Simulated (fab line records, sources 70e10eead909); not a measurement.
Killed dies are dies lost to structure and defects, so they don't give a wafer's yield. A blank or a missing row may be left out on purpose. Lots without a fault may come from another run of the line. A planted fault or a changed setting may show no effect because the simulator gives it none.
Which tool did it? | flow nand_harc | 23 lots, 69 wafers sampled, at 6 steps of a route of 1159

WHAT THE GAUGES READ, wafer by wafer
The record holds no reading of a measuring or inspecting step that can be judged against a usual standard deviation.

WHICH TOOL RAN EACH LOT (tool, then ch and the chambers of the sampled wafers, then the start)
lot  | NHARC_A_WL_FILL_ALD_00           | NHARC_A_CONTACT_ETCH_50                       | NHARC_A_CONTACT_ETCH_51                       | NHARC_A_CONTACT_ETCH_114             | NHARC_A_CONTACT_ETCH_90            | NHARC_A_CONTACT_DEP_58
L076 | ald_hk-04 ch 1,2, day 15 12:04   | rie_diel-02 ch 0,2,3, day 16 19:55 or earlier | rie_diel-02 ch 0,2,3, day 16 19:55 or earlier | har_cap_etch-01 ch 0,1, day 16 19:55 | rie_diel-02 ch 1,2,3, day 16 21:22 | pecvd-02 ch 0,1,2, day 17 00:48
L075 | ald_hk-04 ch 0,2,3, day 15 12:14 | rie_diel-04 ch 0,2,3, day 16 20:55 or earlier | rie_diel-04 ch 0,1,2, day 16 20:55 or earlier | har_cap_etch-03 ch 0,1, day 16 20:55 | rie_diel-02 ch 0,1,3, day 16 22:20 | pecvd-02 ch 1,2, day 17 01:16
L077 | ald_hk-02 ch 1,2,3, day 15 16:41 | rie_diel-02 ch 1,2, day 17 02:59 or earlier   | rie_diel-02 ch 1,2,3, day 17 02:59 or earlier | har_cap_etch-03 ch 0, day 17 02:59   | rie_diel-02 ch 2,3, day 17 04:25   | pecvd-04 ch 0,1,2, day 17 07:34
L079 | ald_hk-03 ch 0,2,3, day 15 16:42 | rie_diel-08 ch 1,3, day 17 02:38 or earlier   | rie_diel-08 ch 1,2, day 17 02:38 or earlier   | har_cap_etch-02 ch 0,1, day 17 02:38 | rie_diel-02 ch 0,1,2, day 17 04:04 | pecvd-04 ch 0,2, day 17 07:10
L078 | ald_hk-04 ch 0,1,2, day 15 20:16 | rie_diel-02 ch 1,3, day 17 20:34 or earlier   | rie_diel-02 ch 0,3, day 17 20:34 or earlier   | har_cap_etch-03 ch 0,1, day 17 20:34 | rie_diel-02 ch 1,2,3, day 17 21:59 | pecvd-03 ch 0,1,2, day 18 03:51
L082 | ald_hk-02 ch 0,2,3, day 16 13:34 | rie_diel-04 ch 1,3, day 18 04:01 or earlier   | rie_diel-04 ch 1,2,3, day 18 04:01 or earlier | har_cap_etch-01 ch 0,1, day 18 04:01 | rie_diel-02 ch 1,2,3, day 18 05:25 | pecvd-03 ch 0,1,2, day 18 12:15
L081 | ald_hk-02 ch 0,1,3, day 16 13:41 | rie_diel-02 ch 1,3, day 18 02:57 or earlier   | rie_diel-02 ch 1,3, day 18 02:57 or earlier   | har_cap_etch-02 ch 0,1, day 18 02:57 | rie_diel-04 ch 0,2,3, day 18 04:22 | pecvd-02 ch 1,2, day 18 11:38
L080 | ald_hk-04 ch 0,1,3, day 16 20:22 | rie_diel-04 ch 0,1,3, day 18 12:22 or earlier | rie_diel-04 ch 0,1,3, day 18 12:22 or earlier | har_cap_etch-01 ch 0,1, day 18 12:22 | rie_diel-02 ch 0,1,3, day 18 13:49 | pecvd-03 ch 0,2, day 18 17:55
L083 | ald_hk-04 ch 1,3, day 16 23:04   | rie_diel-02 ch 1,3, day 18 18:52 or earlier   | rie_diel-02 ch 0,2, day 18 18:52 or earlier   | har_cap_etch-01 ch 1, day 18 18:52   | rie_diel-08 ch 0,1,2, day 18 20:16 | pecvd-02 ch 1,2, day 18 23:11
L084 | ald_hk-03 ch 0,1,2, day 16 23:04 | rie_diel-02 ch 2,3, day 18 11:22 or earlier   | rie_diel-02 ch 1,2, day 18 11:22 or earlier   | har_cap_etch-02 ch 0,1, day 18 11:22 | rie_diel-02 ch 1,2,3, day 18 12:47 | pecvd-02 ch 0,1, day 18 17:37
L085 | ald_hk-04 ch 1,2, day 17 22:58   | rie_diel-02 ch 0,1,3, day 19 08:53 or earlier | rie_diel-02 ch 0,1, day 19 08:53 or earlier   | har_cap_etch-02 ch 0,1, day 19 08:53 | rie_diel-02 ch 0,1,2, day 19 10:19 | pecvd-04 ch 0,2, day 19 13:22
L087 | ald_hk-03 ch 0,1,3, day 18 01:50 | rie_diel-02 ch 0,2,3, day 19 13:17 or earlier | rie_diel-02 ch 1,3, day 19 13:17 or earlier   | har_cap_etch-03 ch 0,1, day 19 13:17 | rie_diel-08 ch 0,1,2, day 19 15:04 | pecvd-04 ch 0,2, day 19 18:05
L088 | ald_hk-04 ch 1,2,3, day 18 01:53 | rie_diel-04 ch 0,2,3, day 19 09:14 or earlier | rie_diel-04 ch 0,2,3, day 19 09:14 or earlier | har_cap_etch-01 ch 0,1, day 19 09:14 | rie_diel-02 ch 0,1,3, day 19 11:00 | pecvd-03 ch 0,2, day 19 14:10
L086 | ald_hk-04 ch 1,2, day 18 09:52   | rie_diel-04 ch 0,1,3, day 19 23:11 or earlier | rie_diel-04 ch 0,2,3, day 19 23:11 or earlier | har_cap_etch-01 ch 0,1, day 19 23:11 | rie_diel-02 ch 0,2,3, day 20 00:38 | pecvd-02 ch 0,1, day 20 07:10
L089 | ald_hk-04 ch 1,2, day 18 10:00   | rie_diel-02 ch 0,1, day 19 23:20 or earlier   | rie_diel-02 ch 0,1,2, day 19 23:20 or earlier | har_cap_etch-03 ch 0,1, day 19 23:20 | rie_diel-02 ch 0,2, day 20 00:46   | pecvd-03 ch 0,2, day 20 08:53
L090 | ald_hk-04 ch 0,1,2, day 19 01:52 | rie_diel-08 ch 1,2,3, day 20 13:38 or earlier | rie_diel-08 ch 1,3, day 20 13:38 or earlier   | har_cap_etch-03 ch 0,1, day 20 13:38 | rie_diel-02 ch 2,3, day 20 15:04   | pecvd-04 ch 0,1, day 20 21:05
L091 | ald_hk-04 ch 0,1,3, day 19 02:02 | rie_diel-02 ch 0,2,3, day 20 12:49 or earlier | rie_diel-02 ch 0,1,2, day 20 12:49 or earlier | har_cap_etch-01 ch 0,1, day 20 12:49 | rie_diel-02 ch 0,1,2, day 20 14:14 | pecvd-02 ch 0,1,2, day 20 19:04
L093 | ald_hk-04 ch 0,1,2, day 19 02:15 | rie_diel-08 ch 0,3, day 20 17:57 or earlier   | rie_diel-08 ch 0,1,2, day 20 17:57 or earlier | har_cap_etch-01 ch 0,1, day 20 17:57 | rie_diel-02 ch 0,1,3, day 20 19:22 | pecvd-04 ch 0,1,2, day 20 22:52
L092 | ald_hk-03 ch 0,3, day 19 02:23   | rie_diel-02 ch 0,1,2, day 20 16:50 or earlier | rie_diel-02 ch 1,2, day 20 16:50 or earlier   | har_cap_etch-02 ch 0, day 20 16:50   | rie_diel-08 ch 0,2, day 20 18:15   | pecvd-04 ch 0,1,2, day 20 23:17
L094 | ald_hk-04 ch 0,1, day 20 15:13   | rie_diel-04 ch 0,1, day 22 00:28 or earlier   | rie_diel-04 ch 0,1,3, day 22 00:28 or earlier | har_cap_etch-02 ch 0,1, day 22 00:28 | rie_diel-04 ch 1,2,3, day 22 01:53 | pecvd-03 ch 0,2, day 22 04:58
L095 | ald_hk-02 ch 1,2,3, day 20 15:13 | rie_diel-04 ch 0,1,3, day 22 04:37 or earlier | rie_diel-04 ch 0,1,2, day 22 04:37 or earlier | har_cap_etch-01 ch 0,1, day 22 04:37 | rie_diel-04 ch 0,2,3, day 22 06:02 | pecvd-02 ch 0,1,2, day 22 09:14
L097 | ald_hk-03 ch 0,1, day 20 18:28   | rie_diel-08 ch 0,1,3, day 22 09:56 or earlier | rie_diel-08 ch 2,3, day 22 09:56 or earlier   | har_cap_etch-01 ch 0,1, day 22 09:56 | rie_diel-02 ch 0,1,3, day 22 11:30 | pecvd-03 ch 0,2, day 22 16:57
L096 | ald_hk-04 ch 1,2,3, day 20 18:32 | rie_diel-08 ch 0,1,2, day 22 06:58 or earlier | rie_diel-08 ch 0,2,3, day 22 06:58 or earlier | har_cap_etch-03 ch 0,1, day 22 06:58 | rie_diel-04 ch 1,2, day 22 08:22   | pecvd-03 ch 0,1, day 22 13:16
- NHARC_A_WL_FILL_ALD_00: deposits Al2O3, target thk 3 nm, pulse time 3 s, ald cycles 30.
- NHARC_A_CONTACT_ETCH_50: etches the open film in CF4/CHF3, target depth 84.7 nm, time 42.4 s.
- NHARC_A_CONTACT_ETCH_51: etches the open film in O2/COS, target depth 3600 nm, time 936 s.
- NHARC_A_CONTACT_ETCH_114: etches the open film in C4F8/O2/Ar, time 94 s, target depth 922 nm.
- NHARC_A_CONTACT_ETCH_90: etches the open film in CH3F/O2, target depth 40 nm, time 85.7 s.
- NHARC_A_CONTACT_DEP_58: deposits SiON, target thk 60 nm.

WHAT THE TOOLS THEMSELVES READ (means of the sampled wafers that have a number; where no wafer has one, the mark that the record gives instead)
NHARC_A_WL_FILL_ALD_00. Usual: heater_power_w 454 W, standard deviation 23; precursor_pulse_height_rel 1.000, standard deviation 0.019.
lot  | tool      | heater_power_w (W) | precursor_pulse_height_rel | flag
L076 | ald_hk-04 | 437                | 0.995                      |
L075 | ald_hk-04 | 451                | 1.008                      |
L077 | ald_hk-02 | 468                | 0.996                      |
L079 | ald_hk-03 | 469                | 1.009                      |
L078 | ald_hk-04 | 450                | 0.986                      |
L082 | ald_hk-02 | 461                | 1.005                      |
L081 | ald_hk-02 | 469                | 1.005                      |
L080 | ald_hk-04 | 454                | 1.013                      |
L083 | ald_hk-04 | 450                | 0.994                      |
L084 | ald_hk-03 | 461                | 0.995                      |
L085 | ald_hk-04 | 425                | 1.013                      |
L087 | ald_hk-03 | 475                | 1.015                      |
L088 | ald_hk-04 | 437                | 0.995                      |
L086 | ald_hk-04 | 432                | 1.001                      |
L089 | ald_hk-04 | 423                | 0.998                      |
L090 | ald_hk-04 | 441                | 0.993                      |
L091 | ald_hk-04 | 455                | 0.989                      |
L093 | ald_hk-04 | 441                | 0.999                      |
L092 | ald_hk-03 | 490                | 0.997                      |
L094 | ald_hk-04 | 458                | 1.005                      |
L095 | ald_hk-02 | 462                | 0.989                      |
L097 | ald_hk-03 | 461                | 0.991                      |
L096 | ald_hk-04 | 435                | 1.003                      |

NHARC_A_CONTACT_ETCH_50. Usual: drypump_motor_current_A 5.6 A, standard deviation 0.33; oes_product_au 0.949 a.u., standard deviation 0.02; rf_fwd_power_W 493.0 W, standard deviation 2.7; rf_vpp_V 371.3 V, standard deviation 1.5; showerhead_plenum_p_Torr 1.59 Torr, standard deviation 0.036; throttle_valve_pct 16.801 %, standard deviation 0.0084.
lot  | tool        | drypump_motor_current_A (A) | oes_product_au (a.u.) | rf_fwd_power_W (W) | rf_vpp_V (V) | showerhead_plenum_p_Torr (Torr) | throttle_valve_pct (%) | flag
L076 | rie_diel-02 | 5.6                         | 0.970                 | 492.7              | 371.1        | 1.57                            | 16.798                 |
L075 | rie_diel-04 | 5.8                         | 0.923                 | 493.5              | 371.0        | 1.57                            | 16.800                 |
L077 | rie_diel-02 | 5.7                         | 0.917                 | 493.2              | 371.7        | 1.61                            | 16.804                 |
L079 | rie_diel-08 | 5.9                         | 0.948                 | 490.2              | 372.6        | 1.64                            | 16.795                 |
L078 | rie_diel-02 | 5.4                         | 0.952                 | 491.8              | 372.6        | 1.63                            | 16.812                 |
L082 | rie_diel-04 | 5.7                         | 0.978                 | 492.8              | 370.1        | 1.57                            | 16.805                 |
L081 | rie_diel-02 | 5.4                         | 0.968                 | 492.8              | 372.2        | 1.63                            | 16.800                 |
L080 | rie_diel-04 | 5.6                         | 0.923                 | 492.7              | 370.9        | 1.58                            | 16.798                 |
L083 | rie_diel-02 | 5.2                         | 0.970                 | 492.9              | 371.5        | 1.62                            | 16.797                 |
L084 | rie_diel-02 | 5.5                         | 0.953                 | 489.7              | 371.3        | 1.59                            | 16.793                 |
L085 | rie_diel-02 | 5.4                         | 0.968                 | 494.4              | 371.4        | 1.60                            | 16.791                 |
L087 | rie_diel-02 | 5.6                         | 0.961                 | 494.3              | 370.4        | 1.57                            | 16.811                 |
L088 | rie_diel-04 | 5.8                         | 0.925                 | 494.1              | 370.3        | 1.57                            | 16.794                 |
L086 | rie_diel-04 | 5.7                         | 0.933                 | 493.3              | 370.7        | 1.58                            | 16.803                 |
L089 | rie_diel-02 | 5.5                         | 0.971                 | 492.9              | 372.0        | 1.61                            | 16.796                 |
L090 | rie_diel-08 | 5.8                         | 0.932                 | 492.5              | 373.0        | 1.63                            | 16.794                 |
L091 | rie_diel-02 | 5.6                         | 0.960                 | 492.4              | 371.1        | 1.57                            | 16.803                 |
L093 | rie_diel-08 | 5.9                         | 0.936                 | 491.3              | 372.1        | 1.58                            | 16.806                 |
L092 | rie_diel-02 | 5.7                         | 0.952                 | 492.5              | 370.2        | 1.58                            | 16.799                 |
L094 | rie_diel-04 | 5.6                         | 0.967                 | 494.3              | 371.0        | 1.59                            | 16.792                 |
L095 | rie_diel-04 | 5.6                         | 0.956                 | 494.5              | 371.2        | 1.57                            | 16.804                 |
L097 | rie_diel-08 | 5.7                         | 0.925                 | 489.9              | 371.5        | 1.59                            | 16.801                 |
L096 | rie_diel-08 | 5.5                         | 0.963                 | 491.3              | 371.2        | 1.60                            | 16.803                 |

NHARC_A_CONTACT_ETCH_51. Usual: drypump_motor_current_A 5.6 A, standard deviation 0.34; oes_product_au 1.000 a.u., standard deviation 0.0091; rf_fwd_power_W 499.3 W, standard deviation 1.6; rf_vpp_V 314.6 V, standard deviation 1.4; showerhead_plenum_p_Torr 3.16 Torr, standard deviation 0.074; throttle_valve_pct 28.329 %, standard deviation 0.01.
lot  | tool        | drypump_motor_current_A (A) | oes_product_au (a.u.) | rf_fwd_power_W (W) | rf_vpp_V (V) | showerhead_plenum_p_Torr (Torr) | throttle_valve_pct (%) | flag
L076 | rie_diel-02 | 5.6                         | 0.993                 | 500.5              | 313.8        | 3.12                            | 28.330                 |
L075 | rie_diel-04 | 5.8                         | 0.992                 | 500.4              | 313.8        | 3.16                            | 28.336                 |
L077 | rie_diel-02 | 5.6                         | 0.992                 | 499.4              | 315.5        | 3.16                            | 28.336                 |
L079 | rie_diel-08 | 5.6                         | 1.006                 | 500.2              | 315.9        | 3.27                            | 28.334                 |
L078 | rie_diel-02 | 5.4                         | 1.002                 | 498.7              | 314.5        | 3.14                            | 28.328                 |
L082 | rie_diel-04 | 5.9                         | 1.000                 | 500.0              | 314.1        | 3.13                            | 28.332                 |
L081 | rie_diel-02 | 5.4                         | 1.002                 | 499.6              | 316.0        | 3.23                            | 28.337                 |
L080 | rie_diel-04 | 5.7                         | 0.999                 | 499.7              | 313.9        | 3.14                            | 28.336                 |
L083 | rie_diel-02 | 5.9                         | 1.002                 | 498.0              | 314.3        | 3.07                            | 28.324                 |
L084 | rie_diel-02 | 6.0                         | 1.002                 | 498.7              | 314.4        | 3.12                            | 28.330                 |
L085 | rie_diel-02 | 5.5                         | 0.997                 | 499.8              | 314.5        | 3.20                            | 28.317                 |
L087 | rie_diel-02 | 5.4                         | 0.991                 | 498.7              | 315.9        | 3.22                            | 28.327                 |
L088 | rie_diel-04 | 5.8                         | 1.001                 | 500.4              | 314.5        | 3.10                            | 28.329                 |
L086 | rie_diel-04 | 5.8                         | 1.002                 | 498.2              | 313.5        | 3.10                            | 28.327                 |
L089 | rie_diel-02 | 5.7                         | 1.001                 | 499.2              | 313.6        | 3.13                            | 28.330                 |
L090 | rie_diel-08 | 5.9                         | 1.010                 | 498.5              | 316.5        | 3.24                            | 28.343                 |
L091 | rie_diel-02 | 5.7                         | 1.005                 | 499.1              | 314.3        | 3.13                            | 28.331                 |
L093 | rie_diel-08 | 5.5                         | 1.005                 | 497.6              | 315.3        | 3.18                            | 28.324                 |
L092 | rie_diel-02 | 5.7                         | 1.007                 | 498.0              | 314.3        | 3.17                            | 28.340                 |
L094 | rie_diel-04 | 5.7                         | 0.993                 | 500.9              | 314.6        | 3.12                            | 28.326                 |
L095 | rie_diel-04 | 5.8                         | 0.988                 | 498.9              | 314.6        | 3.13                            | 28.313                 |
L097 | rie_diel-08 | 6.0                         | 0.996                 | 497.6              | 314.6        | 3.21                            | 28.327                 |
L096 | rie_diel-08 | 5.6                         | 1.002                 | 498.3              | 314.4        | 3.16                            | 28.322                 |

NHARC_A_CONTACT_ETCH_90. Usual: drypump_motor_current_A 5.6 A, standard deviation 0.35; oes_product_au 0.96 a.u., standard deviation 0.036; rf_fwd_power_W 495.9 W, standard deviation 2; rf_vpp_V 244.8 V, standard deviation 1.1; showerhead_plenum_p_Torr 2.48 Torr, standard deviation 0.058; throttle_valve_pct 20.661 %, standard deviation 0.0093.
lot  | tool        | drypump_motor_current_A (A) | oes_product_au (a.u.) | rf_fwd_power_W (W) | rf_vpp_V (V) | showerhead_plenum_p_Torr (Torr) | throttle_valve_pct (%) | flag
L076 | rie_diel-02 | 5.6                         | 0.92                  | 495.7              | 245.2        | 2.49                            | 20.658                 |
L075 | rie_diel-02 | 5.4                         | 1.00                  | 497.4              | 244.5        | 2.51                            | 20.656                 |
L077 | rie_diel-02 | 5.4                         | 0.92                  | 495.1              | 244.4        | 2.47                            | 20.658                 |
L079 | rie_diel-02 | 5.7                         | 1.00                  | 496.2              | 244.9        | 2.47                            | 20.663                 |
L078 | rie_diel-02 | 5.6                         | 0.95                  | 495.0              | 245.6        | 2.49                            | 20.659                 |
L082 | rie_diel-02 | 5.6                         | 0.99                  | 494.0              | 245.5        | 2.49                            | 20.670                 |
L081 | rie_diel-04 | 5.8                         | 1.00                  | 496.0              | 243.6        | 2.45                            | 20.672                 |
L080 | rie_diel-02 | 5.3                         | 1.00                  | 496.2              | 245.1        | 2.51                            | 20.662                 |
L083 | rie_diel-08 | 5.5                         | 0.93                  | 494.7              | 245.6        | 2.52                            | 20.664                 |
L084 | rie_diel-02 | 5.6                         | 0.93                  | 495.2              | 244.6        | 2.49                            | 20.660                 |
L085 | rie_diel-02 | 5.7                         | 0.93                  | 496.6              | 243.9        | 2.47                            | 20.665                 |
L087 | rie_diel-08 | 5.5                         | 0.93                  | 495.1              | 244.4        | 2.51                            | 20.667                 |
L088 | rie_diel-02 | 5.3                         | 0.99                  | 496.8              | 244.7        | 2.51                            | 20.659                 |
L086 | rie_diel-02 | 5.6                         | 0.99                  | 495.9              | 244.9        | 2.45                            | 20.663                 |
L089 | rie_diel-02 | 5.7                         | 0.92                  | 497.3              | 244.3        | 2.43                            | 20.668                 |
L090 | rie_diel-02 | 5.5                         | 1.01                  | 494.5              | 243.8        | 2.47                            | 20.660                 |
L091 | rie_diel-02 | 5.7                         | 0.93                  | 495.7              | 244.6        | 2.47                            | 20.666                 |
L093 | rie_diel-02 | 5.4                         | 0.99                  | 496.1              | 244.3        | 2.50                            | 20.659                 |
L092 | rie_diel-08 | 5.4                         | 0.93                  | 494.8              | 244.8        | 2.50                            | 20.662                 |
L094 | rie_diel-04 | 5.8                         | 0.93                  | 495.8              | 245.3        | 2.45                            | 20.668                 |
L095 | rie_diel-04 | 5.8                         | 0.92                  | 496.6              | 243.7        | 2.44                            | 20.666                 |
L097 | rie_diel-02 | 5.4                         | 1.00                  | 497.4              | 244.9        | 2.50                            | 20.662                 |
L096 | rie_diel-04 | 6.0                         | 1.00                  | 498.1              | 244.6        | 2.46                            | 20.668                 |

NHARC_A_CONTACT_DEP_58. Usual: heater_power_w 752 W, standard deviation 93; rf_fwd_power_W 348.6 W, standard deviation 1.3.
lot  | tool     | heater_power_w (W) | rf_fwd_power_W (W) | flag
L076 | pecvd-02 | 718                | 348.0              |
L075 | pecvd-02 | 889                | 347.9              |
L077 | pecvd-04 | 774                | 347.2              |
L079 | pecvd-04 | 863                | 348.6              |
L078 | pecvd-03 | 734                | 349.8              |
L082 | pecvd-03 | 743                | 348.9              |
L081 | pecvd-02 | 795                | 349.8              |
L080 | pecvd-03 | 810                | 348.6              |
L083 | pecvd-02 | 753                | 348.4              |
L084 | pecvd-02 | 636                | 348.3              |
L085 | pecvd-04 | 830                | 349.1              |
L087 | pecvd-04 | 788                | 349.6              |
L088 | pecvd-03 | 742                | 348.9              |
L086 | pecvd-02 | 690                | 348.9              |
L089 | pecvd-03 | 810                | 348.0              |
L090 | pecvd-04 | 829                | 348.3              |
L091 | pecvd-02 | 704                | 349.4              |
L093 | pecvd-04 | 761                | 348.3              |
L092 | pecvd-04 | 741                | 349.6              |
L094 | pecvd-03 | 703                | 348.2              |
L095 | pecvd-02 | 765                | 349.8              |
L097 | pecvd-03 | 690                | 347.1              |
L096 | pecvd-03 | 742                | 348.6              |

THE ANSWER, worked out from the rows above alone
Rule: a lot is off if the mean of its wafers that have a number lies more than 3 standard deviations from the usual mean. A lot without any number at a reading at which 4 lots or more have one is off too. The other lots that the step has rows for count as sound. The gauges are gone through in route order, then the tools' own readings, and for those a lot's mean is taken as printed above. The first step at which some lot is off is used, and at that step the reading that is off furthest; a lot without a number counts as furthest.
No lot is off at any reading shown: from this, nothing can be told.

WHAT THE SIMULATOR HAD PUT IN
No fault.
